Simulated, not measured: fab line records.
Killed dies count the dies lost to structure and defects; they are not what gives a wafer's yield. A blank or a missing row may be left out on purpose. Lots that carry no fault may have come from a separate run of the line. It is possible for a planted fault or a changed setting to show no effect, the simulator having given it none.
fab line records    flow nand_harc
[record] lots = 6  wafers = 18  last_day = 33
route steps=1302 shown A_M0@1162 A_M1@1169
lots untouched by any fault: they come from a run of this same line in which no faults occurred
start_h: start of the lot's first displayed wafer, in hours after the record's first day    wait_h: hours from the lot's prior step to this one    " unchanged from the row above    L1.1+2: a single row standing in for several wafers    - either no value or no given start    * or withheld: withheld    < > ~ a bound
route shown NAME@n: NAME is a module with steps in the file, n the number in the route of the first one    usual: average and standard deviation across the fault-free wafers    same: alike in all rows    chamber/n: place in a boat    sites: each site's reading    _std_site: the standard deviation of these    _edge_site: the outer-site mean with the inner-site mean subtracted    radius_mm: how far each site lies from the wafer's centre    mask NAME#n: copy n    behind: the tool/chamber that last shaped the wafer    hold: why the lot was held/for how many hours/how that ended    device: whichever transistor did not switch (one of n, p or np)    end of line: tests run on the same wafers once the route is complete    a step without rows: its recipe alone    killed: at the first sort, the dies lost to defects and structure; wafer yield is something else    map: per-die view of a wafer (x killed, . not killed, _ where there is no die)
set.NAME: the setting as run; set.NAME@STEP: as run at that earlier step    model.NAME: the simulator's own value behind a step, which no gauge read
lots seen at some steps along the route; tables by step, rows by wafer
services: when a tool's chamber went out of use (start_h, in hours from the record's first day, below 0 if earlier), for how many hours, and the reason
[[steps]]
[step NHARC_A_M0_CMP_23]
[recipe] t_overpolish_s = 20  target_thk_nm = 113.75
[usual] motor_current_A = 12.0/0.75  time_to_endpoint_s = 29.3/2.6
lot.wafer  tool    chamber  start_h  wait_h  motor_current_A  time_to_endpoint_s
L531.4     cmp-01  0        574.45   -       12.7             30.7
L531.6     "       2        "        "       11.5             29.2
L531.5     "       3        "        "       12.9             30.9
L534.3     cmp-04  3        623.67   -       11.4             25.7
L534.4     "       1        "        "       13.4             28.1
L534.6     "       2        "        "       11.7             29.9
L539.3     cmp-03  2        660.65   -       11.5             31.8
L539.2     "       1        "        "       12.4             26.2
L539.6     "       2        "        "       11.7             32.8
L538.1     cmp-03  3        669.47   -       12.1             28.5
L538.4     "       1        "        "       12.3             26.0
L538.6     "       3        "        "       12.0             31.6
L547.2     cmp-01  3        735.16   -       13.1             30.6
L547.5     "       1        "        "       11.8             22.5
L547.6     "       2        "        "       11.8             27.2
L548.1     cmp-01  0        756.16   -       12.9             33.9
L548.3     "       1        "        "       11.5             29.7
L548.5     "       1        "        "       12.3             30.7
[step NHARC_A_M0_THK_MEAS_24]
[recipe] thk_meas_gauge = xrf
[usual] thk_nm = 114.0/1.6
lot.wafer  tool           chamber  start_h  wait_h  thk_nm
L531.4     film_metro-02  -        574.71   -       114.7
L531.5     "              -        "        "       114.8
L531.6     "              -        "        "       113.7
L534.3     film_metro-01  -        623.96   -       111.8
L534.4     "              -        "        "       114.0
L534.6     "              -        "        "       113.9
L539.2     film_metro-02  -        660.97   -       114.2
L539.3     "              -        "        "       112.4
L539.6     "              -        "        "       115.5
L538.1     film_metro-02  -        669.78   -       114.4
L538.4     "              -        "        "       112.8
L538.6     "              -        "        "       112.7
L547.2     film_metro-01  -        735.42   -       112.9
L547.5     "              -        "        "       112.1
L547.6     "              -        "        "       113.9
L548.1     film_metro-02  -        756.48   -       113.2
L548.3     "              -        "        "       110.5
L548.5     "              -        "        "       113.9
[step NHARC_A_M0_SRD_25]
[step NHARC_A_M0_INSPECT_27]
[usual] raw_defect_count = 510/110
lot.wafer  tool               chamber  start_h  wait_h  raw_defect_count
L531.4     defect_inspect-01  -        574.86   0.0     346
L531.5     "                  -        "        "       393
L531.6     "                  -        "        "       347
L534.3     defect_inspect-01  -        624.12   0.0     440
L534.4     "                  -        "        "       535
L534.6     "                  -        "        "       479
L539.2     defect_inspect-01  -        661.13   0.0     542
L539.3     "                  -        "        "       551
L539.6     "                  -        "        "       491
L538.1     defect_inspect-02  -        669.94   0.0     521
L538.4     "                  -        "        "       626
L538.6     "                  -        "        "       591
L547.2     defect_inspect-01  -        735.58   0.0     621
L547.5     "                  -        "        "       443
L547.6     "                  -        "        "       575
L548.1     defect_inspect-01  -        756.64   0.0     589
L548.3     "                  -        "        "       589
L548.5     "                  -        "        "       473
[step NHARC_A_M0_PRE_CLEAN_31]
[recipe] time_s = 12  temp_c = 370  rf_power_w = 300  gas = NH3
[usual] heater_power_w = 600/77
lot.wafer  tool      chamber  start_h  wait_h  heater_power_w
L531.4     pecvd-02  0        574.97   0.1     662
L531.6     "         1        "        "       599
L531.5     "         2        "        "       553
L534.3     pecvd-02  2        624.18   0.1     641
L534.6     "         2        "        "       638
L534.4     "         1        "        "       515
L539.3     pecvd-03  0        661.19   0.1     632
L539.2     "         2        "        "       771
L539.6     "         1        "        "       463
L538.1     pecvd-02  1        670.03   0.1     559
L538.4     "         2        "        "       629
L538.6     "         1        "        "       557
L547.2     pecvd-01  1        735.65   0.1     642
L547.6     "         2        "        "       489
L547.5     "         0        "        "       609
L548.3     pecvd-03  1        756.74   0.1     518
L548.1     "         0        "        "       612
L548.5     "         2        "        "       822
[step NHARC_A_M0_DEP_32]
[recipe] target_thk_a = 300  temp_c = 370  target_thk_nm = 30  pressure_torr = 3  flow_sccm = 200  rf_w = 450  material = SiCN
[usual] heater_power_w = 551/70
lot.wafer  tool      chamber  start_h  wait_h  heater_power_w
L531.4     pecvd-02  0        575.14   0.2     654
L531.6     "         1        "        "       458
L531.5     "         2        "        "       607
L534.3     pecvd-02  2        624.26   0.1     600
L534.6     "         2        "        "       599
L534.4     "         1        "        "       476
L539.3     pecvd-03  0        661.27   0.1     505
L539.2     "         2        "        "       604
L539.6     "         1        "        "       446
L538.1     pecvd-02  1        670.17   0.1     519
L538.4     "         2        "        "       591
L538.6     "         1        "        "       518
L547.2     pecvd-01  1        735.73   0.1     622
L547.6     "         2        "        "       520
L547.5     "         0        "        "       609
L548.3     pecvd-03  1        756.82   0.1     515
L548.1     "         0        "        "       531
L548.5     "         2        "        "       755
[step NHARC_A_M1_DEP_00]
[recipe] target_thk_a = 1825  target_thk_nm = 182.5  temp_c = withheld  pressure_torr = 5  flow_sccm = 200  rf_w = 600  material = SiOC
[step NHARC_A_M1_DEHYDRATE_01]
[recipe] temp_c = 150  time_s = 120
[step NHARC_A_M1_HMDS_02]
[recipe] time_s = 30
[step NHARC_A_M1_COAT_34]
[recipe] temp_c = 200  time_s = 65
[step NHARC_A_M1_COAT_03]
[recipe] spin_rpm = 1500  resist_thk_nm = 90
[step NHARC_A_M1_SOFTBAKE_04]
[recipe] temp_c = 105  time_s = 55
[usual] heater_power_total_W = 188.47/0.14  plate_temp_C = 105.02/0.13
lot.wafer  tool            chamber  start_h  wait_h  heater_power_total_W  plate_temp_C
L531.4     litho_track-06  0        575      -       188.36                104.89
L531.5     "               0        "        "       188.46                104.90
L531.6     "               0        "        "       188.35                104.85
L534.3     litho_track-04  0        625      -       188.51                105.05
L534.4     "               0        "        "       188.45                104.99
L534.6     "               0        "        "       188.43                104.93
L539.2     litho_track-06  0        662      -       183.99                103.37
L539.3     "               0        "        "       184.08                103.27
L539.6     "               0        "        "       184.11                103.08
L538.1     litho_track-06  0        670      -       184.18                103.17
L538.4     "               0        "        "       184.08                103.00
L538.6     "               0        "        "       184.04                103.30
L547.2     litho_track-04  0        736      -       188.49                105.10
L547.5     "               0        "        "       188.32                105.16
L547.6     "               0        "        "       188.43                105.03
L548.1     litho_track-04  0        757      -       188.72                104.89
L548.3     "               0        "        "       188.68                105.02
L548.5     "               0        "        "       188.51                104.99
[step NHARC_A_M1_EBR_05]
[[services]]
tool            chamber  start_h  hours  kind
litho_track-04  -        553.00   7.0    pm
cmp-03          -        556.40   4.0    pm
cmp-04          -        560.05   4.6    repair
cmp-03          -        570.48   2.1    repair
cmp-01          -        584.08   4.0    pm
pecvd-02        -        589.13   13.0   pm
cmp-04          -        601.45   4.0    pm
cmp-03          -        610.46   1.4    repair
cmp-03          -        654.40   4.0    pm
pecvd-03        -        659.68   0.3    repair
pecvd-03        -        670.45   1.5    repair
pecvd-01        -        673.28   13.0   pm
cmp-01          -        682.08   4.0    pm
cmp-04          -        699.45   4.0    pm
litho_track-06  -        704.00   7.0    pm
cmp-03          -        720.54   0.5    repair
litho_track-04  -        728.00   7.0    pm
pecvd-03        -        728.56   13.0   pm
cmp-01          -        733.40   1.3    repair
cmp-01          -        736.41   0.9    repair
cmp-03          -        739.63   2.4    repair
cmp-03          -        749.75   4.2    repair
cmp-03          -        753.95   4.0    pm
cmp-04          -        756.61   3.3    repair
[[key]]
[first_sign] step = NHARC_A_M1_SOFTBAKE_04  reading = heater_power_total_W  direction = down  sigmas = 30  usual = *  struck = *
[effect] step = NHARC_A_M1_SOFTBAKE_04  reading = plate_temp_C  direction = down  sigmas = 14  usual = *  struck = *
met_at NHARC_A_M1_SOFTBAKE_04
struck_wafers L538.1,L538.4,L538.6,L539.2,L539.3,L539.6
onset_between 575 662
[fault] kind = process_parameter_drift  tool = litho_track-06  chamber = -  onset_h = 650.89  steps = NHARC_A_M1_SOFTBAKE_04  channel = temp_c  offset = *  shape = step  end_h = 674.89  acts_in = *  stated = *
